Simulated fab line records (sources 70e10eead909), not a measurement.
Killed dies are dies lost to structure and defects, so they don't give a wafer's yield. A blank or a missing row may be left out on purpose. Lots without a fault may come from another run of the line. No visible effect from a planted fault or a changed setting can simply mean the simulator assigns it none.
Chamber matching / flow nand_harc / NHARC_A_CHANNEL_FILL_D2_ETCHBACK_19 on rie_si-01: 4 sister chambers
The step etches the open film in HBr/Cl2, target depth 5 nm, time 1.7 s. 8 wafers are shown with their chamber, then 10 later ones without.

== WAFERS WITH THEIR CHAMBER ==
wafer=L078.6; chamber=2; drypump_motor_current_A (A)=5.3; oes_product_au (a.u.)=1.002
wafer=L081.2; chamber=0; drypump_motor_current_A (A)=5.6; oes_product_au (a.u.)=1.003
wafer=L082.5; chamber=3; drypump_motor_current_A (A)=6.3; oes_product_au (a.u.)=1.012
wafer=L083.2; chamber=1; drypump_motor_current_A (A)=5.9; oes_product_au (a.u.)=0.984
wafer=L083.5; chamber=2; drypump_motor_current_A (A)=5.2; oes_product_au (a.u.)=1.011
wafer=L083.6; chamber=3; drypump_motor_current_A (A)=6.3; oes_product_au (a.u.)=1.004
wafer=L084.3; chamber=1; drypump_motor_current_A (A)=5.9; oes_product_au (a.u.)=0.973
wafer=L084.4; chamber=0; drypump_motor_current_A (A)=5.6; oes_product_au (a.u.)=1.001

== WAFERS WITHOUT THEIR CHAMBER ==
wafer=L084.5; drypump_motor_current_A (A)=6.3; oes_product_au (a.u.)=1.012
wafer=L087.1; drypump_motor_current_A (A)=5.6; oes_product_au (a.u.)=1.016
wafer=L087.2; drypump_motor_current_A (A)=6.3; oes_product_au (a.u.)=1.019
wafer=L087.4; drypump_motor_current_A (A)=5.3; oes_product_au (a.u.)=1.023
wafer=L088.3; drypump_motor_current_A (A)=6.3; oes_product_au (a.u.)=1.010
wafer=L088.4; drypump_motor_current_A (A)=5.3; oes_product_au (a.u.)=1.008
wafer=L088.6; drypump_motor_current_A (A)=6.3; oes_product_au (a.u.)=1.003
wafer=L089.2; drypump_motor_current_A (A)=5.2; oes_product_au (a.u.)=1.011
wafer=L089.3; drypump_motor_current_A (A)=6.3; oes_product_au (a.u.)=1.013
wafer=L089.6; drypump_motor_current_A (A)=5.6; oes_product_au (a.u.)=1.013

== EACH ONE'S CHAMBER ==
wafer=L084.5; from the rows above=3; in truth=3
wafer=L087.1; from the rows above=0; in truth=0
wafer=L087.2; from the rows above=3; in truth=3
wafer=L087.4; from the rows above=2; in truth=2
wafer=L088.3; from the rows above=3; in truth=3
wafer=L088.4; from the rows above=2; in truth=2
wafer=L088.6; from the rows above=3; in truth=3
wafer=L089.2; from the rows above=2; in truth=2
wafer=L089.3; from the rows above=3; in truth=3
wafer=L089.6; from the rows above=0; in truth=0
Correct placement for 10 of the 10. Number that these rows cannot place: 0. 0 placed wrongly.
How it was worked out, from the rows above alone: a wafer's distance from a chamber is the root of the sum, over the readings, of the square of ((its reading less the chamber's mean) divided by the reading's scatter). The wafer belongs to the nearest chamber; if the next one is less than 2 further off, it can't be placed. The mean given for a chamber averages the wafers shown for that chamber. The scatter is the square root of a quotient: the sum, over the shown wafers, of each reading's squared deviation from its chamber's mean, divided by wafers minus chambers.
